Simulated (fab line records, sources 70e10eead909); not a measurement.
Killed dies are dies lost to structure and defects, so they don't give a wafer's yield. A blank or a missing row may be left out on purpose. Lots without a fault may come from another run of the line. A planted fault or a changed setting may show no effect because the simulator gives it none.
Chamber matching | flow nand_harc | NHARC_A_STAIRCASE_TRIM_187 on rie_diel-03: 4 sister chambers
The step chemistry O2, time 211.2 s. 8 wafers are shown with their chamber, then 9 later ones without.

WAFERS WITH THEIR CHAMBER
wafer  | chamber | drypump_motor_current_A (A) | showerhead_plenum_p_Torr (Torr)
L082.2 | 1       | 4.9                         | 3.60
L081.2 | 1       | 4.9                         | 3.59
L084.3 | 3       | 6.0                         | 3.49
L084.4 | 2       | 5.2                         | 3.63
L084.5 | 2       | 5.2                         | 3.63
L087.1 | 0       | 5.1                         | 3.50
L087.5 | 0       | 5.1                         | 3.50
L087.6 | 3       | 6.1                         | 3.49

WAFERS WITHOUT THEIR CHAMBER
wafer  | drypump_motor_current_A (A) | showerhead_plenum_p_Torr (Torr)
L089.1 | 6.1                         | 3.49
L089.3 | 5.2                         | 3.62
L089.4 | 5.1                         | 3.50
L090.4 | 5.2                         | 3.62
L090.5 | 5.2                         | 3.62
L090.6 | 6.1                         | 3.48
L091.2 | 5.2                         | 3.62
L091.4 | 4.9                         | 3.58
L091.5 | 5.2                         | 3.62

WHICH CHAMBER EACH WENT THROUGH
wafer  | from the rows above | in truth
L089.1 | 3                   | 3
L089.3 | 2                   | 2
L089.4 | 0                   | 0
L090.4 | 2                   | 2
L090.5 | 2                   | 2
L090.6 | 3                   | 3
L091.2 | 2                   | 2
L091.4 | 1                   | 1
L091.5 | 2                   | 2
Placed correctly: 9 of 9. Can't be placed from these rows: 0. Placed wrongly: 0.
How it was worked out, from the rows above alone: a wafer's distance from a chamber is the root of the sum, over the readings, of the square of ((its reading less the chamber's mean) divided by the reading's scatter). The wafer belongs to the nearest chamber; if the next one is less than 2 further off, it can't be placed. A chamber's mean is the mean of its shown wafers. The scatter: the root of (the sum of the squares of (reading less its chamber's mean) over the shown wafers, divided by (wafers less chambers)).
